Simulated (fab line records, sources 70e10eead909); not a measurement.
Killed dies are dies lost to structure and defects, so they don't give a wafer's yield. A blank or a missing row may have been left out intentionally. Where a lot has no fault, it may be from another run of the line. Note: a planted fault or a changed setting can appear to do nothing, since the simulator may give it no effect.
A lot that was struck, set against a sound lot	flow nand-harc	39 out of 1159 route steps
Sound: these wafers, L668.3, L668.4, L668.6. Struck: wafer L679.3. (L679.5, L679.6 of the same lot were not struck and are left out.) The cause comes at the end.
Order at every step that has rows: each side's tool, ch and its chambers, its first start. Under that, the readings that differ: sound wafers	struck wafers	difference of the means	sigmas: that difference in standard deviations of wafers without a fault.
alike: readings with means less than 2 such deviations apart, plus words and numbers identical on both sides. not compared: withheld readings, readings lacking a value on some wafer, bounds such as >300 that could conceal the same value, and numbers that have no deviation in the record and whose values overlap.
A row with sigmas, a row that says differs or no value, or rows on one side alone: a step with any of these is where the two part. Numbers that have no deviation but don't overlap get no sigmas and don't part them. A reading missing from all wafers of one side parts the sides only when that side holds two or more wafers.

first, 3 steps without rows for these wafers: NHARC_A_STAIRCASE_PEB_07 (peb time 130 s); NHARC_A_STAIRCASE_DEVELOP_08 (time 140 s); NHARC_A_STAIRCASE_HARDBAKE_10 (time 140 s).
NHARC_A_STAIRCASE_DESCUM_11: chemistry O2, time 3 s.
  sound on rie-diel-07 ch 1,2,3, day 10 22:35; struck on rie-diel-06 ch 2, day 14 01:20
reading	sound	struck	difference	sigmas
oes-product-au (a.u.)	1.003 0.993 0.989	1.010	+0.015	+2
  alike: drypump-motor-current-A, o2-flow-sccm, rf-vpp-V, showerhead-plenum-p-Torr, throttle-valve-pct
  not compared: rf-hours-counter-h
then, 4 steps without rows for these wafers: NHARC_A_STAIRCASE_TRIM_12 (chemistry O2, time 211.2 s); NHARC_A_STAIRCASE_ETCH_13 (etches the open film in C4F8/O2, target depth 100 nm, time 40.5 s); NHARC_A_STAIRCASE_TRIM_14 (chemistry O2, time 211.2 s); NHARC_A_STAIRCASE_ETCH_15 (etches the open film in C4F8/O2, target depth 100 nm, time 40.5 s).
NHARC_A_STAIRCASE_TRIM_16: chemistry O2, time 211.2 s.
  sound on rie-diel-07 ch 0,1; struck on rie-diel-06 ch 2
  alike: drypump-motor-current-A, o2-flow-sccm, oes-product-au, rf-vpp-V, showerhead-plenum-p-Torr, throttle-valve-pct
  not compared: rf-hours-counter-h
then, 2 steps without rows for these wafers: NHARC_A_STAIRCASE_ETCH_17 (etches the open film in C4F8/O2, target depth 100 nm, time 40.5 s); NHARC_A_STAIRCASE_TRIM_18 (chemistry O2, time 211.2 s).
NHARC_A_STAIRCASE_ETCH_19: etches the open film in C4F8/O2, target depth 100 nm, time 40.5 s.
  sound on rie-diel-07 ch 0,1,2, day 10 23:31; struck on rie-diel-06 ch 3, day 14 02:28
  alike: oes-product-au, rf-vpp-V
  not compared: rf-hours-counter-h
then, 2 steps without rows for these wafers: NHARC_A_STAIRCASE_TRIM_20 (chemistry O2, time 211.2 s); NHARC_A_STAIRCASE_ETCH_21 (etches the open film in C4F8/O2, target depth 100 nm, time 40.5 s).
NHARC_A_STAIRCASE_TRIM_22: chemistry O2, time 211.2 s.
  sound on rie-diel-07 ch 2,3; struck on rie-diel-02 ch 0
reading	sound	struck	difference	sigmas
o2-flow-sccm (sccm)	497.4 501.1 497.2	502.0	+3.4	+2
rf-vpp-V (V)	59.8 57.4 58.9	56.9	-1.8	-2
  alike: drypump-motor-current-A, oes-product-au, showerhead-plenum-p-Torr, throttle-valve-pct
  not compared: rf-hours-counter-h
NHARC_A_STAIRCASE_ETCH_23: etches the open film in C4F8/O2, target depth 100 nm, time 40.5 s.
  sound on rie-diel-07 ch 1,2; struck on rie-diel-02 ch 3
  alike: oes-product-au, rf-vpp-V
  not compared: rf-hours-counter-h
then, 17 steps without rows for these wafers: NHARC_A_STAIRCASE_TRIM_24 (chemistry O2, time 211.2 s); NHARC_A_STAIRCASE_ETCH_25 (etches the open film in C4F8/O2, target depth 100 nm, time 40.5 s); NHARC_A_STAIRCASE_TRIM_26 (chemistry O2, time 211.2 s); NHARC_A_STAIRCASE_ETCH_27 (etches the open film in C4F8/O2, target depth 100 nm, time 40.5 s); NHARC_A_STAIRCASE_STRIP_175 (strips in O2); NHARC_A_STAIRCASE_STRIP_148 (strips in SPM, time 900 s); NHARC_A_STAIRCASE_PRECLEAN_149 (cleans in SC1); NHARC_A_STAIRCASE_SRD_150; NHARC_A_STAIRCASE_DEHYDRATE_176 (time 120 s); NHARC_A_STAIRCASE_HMDS_177 (time 30 s); NHARC_A_STAIRCASE_COAT_178; NHARC_A_STAIRCASE_SOFTBAKE_179 (time 170 s); NHARC_A_STAIRCASE_EBR_180; NHARC_A_STAIRCASE_EXPOSE_181 (exposes mask STAIR 2); NHARC_A_STAIRCASE_PEB_182 (peb time 130 s); NHARC_A_STAIRCASE_DEVELOP_183 (time 140 s); NHARC_A_STAIRCASE_HARDBAKE_185 (time 140 s).
NHARC_A_STAIRCASE_DESCUM_186: chemistry O2, time 3 s.
  sound on rie-diel-02 ch 0,3, day 11 02:28; struck on rie-diel-06 ch 1, day 14 05:51
reading	sound	struck	difference	sigmas
oes-product-au (a.u.)	0.995 0.994 1.006	1.016	+0.018	+2
  alike: drypump-motor-current-A, o2-flow-sccm, rf-vpp-V, showerhead-plenum-p-Torr, throttle-valve-pct
  not compared: rf-hours-counter-h
then, 4 steps without rows for these wafers: NHARC_A_STAIRCASE_TRIM_187 (chemistry O2, time 211.2 s); NHARC_A_STAIRCASE_ETCH_188 (etches the open film in C4F8/O2, target depth 100 nm, time 40.5 s); NHARC_A_STAIRCASE_TRIM_189 (chemistry O2, time 211.2 s); NHARC_A_STAIRCASE_ETCH_190 (etches the open film in C4F8/O2, target depth 100 nm, time 40.5 s).
-- break in the record here, with 8 days between the starts of the struck wafers on either side (left off in module A_STAIRCASE, picked up again in module END, where the first step shown is number 1159 on the route) --
NHARC_END_SORT_01:
  at this point the record logs the struck wafers (prober-02 ch 0, day 22 03:23) and has no rows for the sound ones

== WHERE THEY PART ==
At NHARC_A_STAIRCASE_DESCUM_11 first; at NHARC_END_SORT_01 last (within this record only).

WHY: whatever the simulator had introduced
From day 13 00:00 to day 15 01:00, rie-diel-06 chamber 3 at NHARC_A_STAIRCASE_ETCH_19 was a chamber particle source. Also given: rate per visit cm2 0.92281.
